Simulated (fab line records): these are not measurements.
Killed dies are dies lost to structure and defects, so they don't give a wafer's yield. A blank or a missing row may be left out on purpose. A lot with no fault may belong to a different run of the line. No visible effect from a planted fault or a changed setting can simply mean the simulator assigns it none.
fab line records	flow nandHarc	part 2 of 2: steps 34 to 47 of 47
record lots=5	wafers=15	lastDay=22
route steps=1159 shown A_SOURCE_PLATE@413 A_ONON_D1@424 A_CHANNEL_HOLE_D1@450
lots with no fault: from the same line, run without faults
startH: hours from the record's first day to the start of the lot's first wafer shown	waitH: how many hours have passed since the lot's step before this one	" same as the row above	L1.1+2: one row covering several wafers at once	- value missing, or start not given	* or withheld: withheld	< > ~ a bound
route shown NAME@n: NAME is a module with steps in the file, n the number in the route of the first one	usual: mean and standard deviation over wafers with no fault	same: alike in all rows	chamber/n: place in a boat	sites: each site's reading	_std_site: standard deviation across them	_edge_site: inner sites' mean taken away from outer sites' mean	radiusMm: how far each site lies from the wafer's centre	mask NAME#n: copy n	behind: the tool/chamber that last shaped the wafer	hold: reason for holding the lot/hours on hold/outcome of the hold	device: transistor that didn't switch, given as n, p or np	end of line: at the end of the route, the tests of the same wafers	step lacking rows: just its recipe	killed: the dies lost at the first sort to structure and to defects; this is not the yield of the wafer	map: per-die view of a wafer (x killed, . not killed, _ where there is no die)
set.NAME: setting as actually run; set.NAME@STEP: the setting as run at that earlier step	model.NAME: the simulator's own value behind a step, which no gauge read
lots seen at some steps along the route; tables by step, rows by wafer
services: from which hour (startH, from the record's first day; less than 0 if before it) a tool's chamber was out of use, for how many hours, and why
## steps
# step NHARC_A_CHANNEL_HOLE_D1_DEP_00
# recipe targetThkA=31000	tempC=400	material=aC
# usual throttleValvePct=35.001/0.0096
lot.wafer	tool	chamber	startH	waitH	throttleValvePct
L077.2	aclDep-01	0	187.95	1.1	34.996
L077.3	"	0	"	"	35.004
L077.5	"	0	"	"	35.003
L078.1	aclDep-01	0	200.68	0.3	35.011
L078.4	"	0	"	"	35.013
L078.5	"	0	"	"	35.001
L083.2	aclDep-02	0	227.31	1.5	35.009
L083.3	"	0	"	"	35.002
L083.4	"	0	"	"	34.998
L085.1	aclDep-02	0	232.50	2.9	34.985
L085.5	"	0	233.79	4.1	34.988
L085.6	"	0	"	"	34.994
L088.1	aclDep-03	0	262.07	1.1	35.004
L088.5	"	0	263.34	2.3	34.997
L088.6	"	0	"	"	35.005
# step NHARC_A_CHANNEL_HOLE_D1_DEP_01
# recipe targetThkA=1400	targetThkNm=140	tempC=400	pressureTorr=3.5	flowSccm=200	rfW=350	material=SiON
# usual chamberPressureTorr=3.501/0.0074	heaterPowerW=737/82
lot.wafer	tool	chamber	startH	waitH	chamberPressureTorr	heaterPowerW
L077.2	pecvd-02	2	189.60	1.3	3.505	767
L077.3	"	0	"	"	3.505	609
L077.5	"	1	"	"	3.488	854
L078.1	pecvd-03	0	202.91	1.9	3.503	750
L078.5	"	0	"	"	3.502	780
L078.4	"	2	"	"	3.498	701
L083.3	pecvd-04	2	228.89	1.0	3.496	804
L083.2	"	0	"	"	3.499	774
L083.4	"	0	"	"	3.498	825
L085.1	pecvd-03	2	234.45	1.6	3.507	689
L085.6	"	0	"	"	3.499	802
L085.5	"	1	"	"	3.505	805
L088.1	pecvd-02	2	264.02	1.6	3.505	797
L088.6	"	2	"	"	3.498	818
L088.5	"	0	"	"	3.492	593
# step NHARC_A_CHANNEL_HOLE_D1_DEHYDRATE_02
# recipe tempC=150	timeS=120
lot.wafer	tool	chamber	startH	waitH
L077.2+3+5	lithoTrack-04	0	189.84	0.2
L078.1+4+5	lithoTrack-04	0	203.18	0.2
L083.2+3+4	lithoTrack-04	0	229.16	0.2
L085.1+5+6	lithoTrack-04	0	234.72	0.2
L088.1+5+6	lithoTrack-01	0	264.26	0.2
# step NHARC_A_CHANNEL_HOLE_D1_HMDS_03
# recipe timeS=30
lot.wafer	tool	chamber	startH	waitH
L077.2+3+5	lithoTrack-04	0	-	-
L078.1+4+5	lithoTrack-04	0	-	-
L083.2+3+4	lithoTrack-04	0	-	-
L085.1+5+6	lithoTrack-04	0	-	-
L088.1+5+6	lithoTrack-01	0	-	-
# step NHARC_A_CHANNEL_HOLE_D1_COAT_36
# recipe tempC=260	timeS=75
lot.wafer	tool	chamber	startH	waitH
L077.2+3+5	lithoTrack-04	0	-	-
L078.1+4+5	lithoTrack-04	0	-	-
L083.2+3+4	lithoTrack-04	0	-	-
L085.1+5+6	lithoTrack-04	0	-	-
L088.1+5+6	lithoTrack-01	0	-	-
# step NHARC_A_CHANNEL_HOLE_D1_COAT_37
# recipe tempC=225	timeS=65
lot.wafer	tool	chamber	startH	waitH
L077.2+3+5	lithoTrack-04	0	-	-
L078.1+4+5	lithoTrack-04	0	-	-
L083.2+3+4	lithoTrack-04	0	-	-
L085.1+5+6	lithoTrack-04	0	-	-
L088.1+5+6	lithoTrack-01	0	-	-
# step NHARC_A_CHANNEL_HOLE_D1_COAT_04
# recipe spinRpm=1500	resistThkNm=90
lot.wafer	tool	chamber	startH	waitH
L077.2+3+5	lithoTrack-04	0	-	-
L078.1+4+5	lithoTrack-04	0	-	-
L083.2+3+4	lithoTrack-04	0	-	-
L085.1+5+6	lithoTrack-04	0	-	-
L088.1+5+6	lithoTrack-01	0	-	-
# step NHARC_A_CHANNEL_HOLE_D1_SOFTBAKE_05
# recipe tempC=105	timeS=55
lot.wafer	tool	chamber	startH	waitH
L077.2+3+5	lithoTrack-04	0	-	-
L078.1+4+5	lithoTrack-04	0	-	-
L083.2+3+4	lithoTrack-04	0	-	-
L085.1+5+6	lithoTrack-04	0	-	-
L088.1+5+6	lithoTrack-01	0	-	-
# step NHARC_A_CHANNEL_HOLE_D1_EBR_06
lot.wafer	tool	chamber	startH	waitH
L077.2+3+5	lithoTrack-04	0	-	-
L078.1+4+5	lithoTrack-04	0	-	-
L083.2+3+4	lithoTrack-04	0	-	-
L085.1+5+6	lithoTrack-04	0	-	-
L088.1+5+6	lithoTrack-01	0	-	-
# step NHARC_A_CHANNEL_HOLE_D1_EXPOSE_07
# recipe na=1.35	targetCdNm=100	sigmaOuter=0.3	doseMj=59.65	maskId=HOLE_D1
# usual focusOffsetNm=-0.1/0.54
# same sigmaOuter=0.3
lot.wafer	tool	chamber	startH	waitH	mask	focusOffsetNm
L077.2	arfiScanner-03	0	190.15	-	HOLE_D1#0	-0.1
L077.3	"	0	"	"	HOLE_D1#0	0.0
L077.5	"	0	"	"	HOLE_D1#0	0.6
L078.1	arfiScanner-03	0	203.37	-	HOLE_D1#0	-0.5
L078.4	"	0	"	"	HOLE_D1#0	-0.1
L078.5	"	0	"	"	HOLE_D1#0	-0.2
L083.2	arfiScanner-02	0	229.48	-	HOLE_D1#0	0.5
L083.3	"	0	"	"	HOLE_D1#0	-0.4
L083.4	"	0	"	"	HOLE_D1#0	0.7
L085.1	arfiScanner-01	0	235.03	-	HOLE_D1#0	-0.7
L085.5	"	0	"	"	HOLE_D1#0	-0.6
L085.6	"	0	"	"	HOLE_D1#0	0.4
L088.1	arfiScanner-03	0	264.58	-	HOLE_D1#0	0.0
L088.5	"	0	"	"	HOLE_D1#0	0.6
L088.6	"	0	"	"	HOLE_D1#0	0.1
# step NHARC_A_CHANNEL_HOLE_D1_PEB_08
# recipe pebTempC=100	pebTimeS=65
lot.wafer	tool	chamber	startH	waitH
L077.2+3+5	lithoTrack-04	0	190.21	0.1
L078.1+4+5	lithoTrack-01	0	203.43	0.1
L083.2+3+4	lithoTrack-01	0	229.54	0.1
L085.1+5+6	lithoTrack-04	0	235.09	0.1
L088.1+5+6	lithoTrack-01	0	264.64	0.1
# step NHARC_A_CHANNEL_HOLE_D1_DEVELOP_09
# recipe developTimeS=35	devTempC=23
lot.wafer	tool	chamber	startH	waitH
L077.2+3+5	lithoTrack-04	0	-	-
L078.1+4+5	lithoTrack-01	0	-	-
L083.2+3+4	lithoTrack-01	0	-	-
L085.1+5+6	lithoTrack-04	0	-	-
L088.1+5+6	lithoTrack-01	0	-	-
# step NHARC_A_CHANNEL_HOLE_D1_CD_MEAS_10
# recipe targetCdNm=100	landingEnergyEv=500
# usual cdNm=99.8/0.48
lot.wafer	tool	chamber	startH	waitH	cdNm
L077.2	cdSem-03	0	190.29	-	99.8
L077.3	"	0	"	"	99.6
L077.5	"	0	"	"	100.5
L078.1	cdSem-03	0	203.50	-	100.2
L078.4	"	0	"	"	100.0
L078.5	"	0	"	"	99.6
L083.2	cdSem-03	0	229.62	-	100.3
L083.3	"	0	"	"	99.4
L083.4	"	0	"	"	98.8
L085.1	cdSem-02	0	235.17	-	100.9
L085.5	"	0	"	"	99.9
L085.6	"	0	"	"	100.9
L088.1	cdSem-03	0	264.71	-	99.6
L088.5	"	0	"	"	100.1
L088.6	"	0	"	"	100.0
# step NHARC_A_CHANNEL_HOLE_D1_OVL_MEAS_11
# usual overlayXNm=0.2/0.68	overlayYNm=0.2/0.97
lot.wafer	tool	chamber	startH	waitH	overlayXNm	overlayYNm
L077.2	overlay-02	-	190.38	-	-0.1	-0.4
L077.3	"	-	"	"	-0.4	-0.4
L077.5	"	-	"	"	-0.7	-0.4
L078.1	overlay-01	-	203.59	-	0.4	-1.0
L078.4	"	-	"	"	0.2	-0.9
L078.5	"	-	"	"	-0.2	-0.7
L083.2	overlay-02	-	229.72	-	1.3	1.0
L083.3	"	-	"	"	2.1	1.2
L083.4	"	-	"	"	2.2	0.9
L085.1	overlay-01	-	235.26	-	0.0	-1.3
L085.5	"	-	"	"	0.2	-0.6
L085.6	"	-	"	"	-0.2	-0.1
L088.1	overlay-01	-	264.80	-	0.8	-0.3
L088.5	"	-	"	"	0.6	0.0
L088.6	"	-	"	"	0.1	0.4
## services
tool	chamber	startH	hours	kind
pecvd-01	-	130.24	0.5	repair
aclDep-03	-	131.20	4.8	repair
arfiScanner-03	-	140.00	4.0	pm
lithoTrack-04	-	141.00	7.0	pm
aclDep-03	-	148.46	8.0	repair
arfiScanner-02	-	149.06	19.1	repair
arfiScanner-01	-	151.13	0.4	repair
pecvd-02	-	153.11	13.0	pm
pecvd-04	0	155.21	7.7	repair
wetBench-05	-	167.92	2.4	repair
aclDep-02	-	169.56	13.0	pm
wetBench-09	-	171.34	5.7	repair
wetBench-05	-	171.43	1.0	repair
pvdSputter-02	-	180.01	1.7	repair
pecvd-04	-	195.00	13.0	pm
pecvdOnon-01	-	195.00	13.0	pm
wetBench-05	-	196.80	8.0	pm
pecvd-03	-	199.33	0.5	repair
furnace-06	-	200.23	26.0	pm
arfiScanner-03	-	201.57	1.0	repair
pvdSputter-02	-	214.05	10.0	pm
pecvdOnon-04	-	237.00	13.0	pm
pecvd-02	0	237.98	7.2	repair
arfiScanner-03	-	240.58	0.8	repair
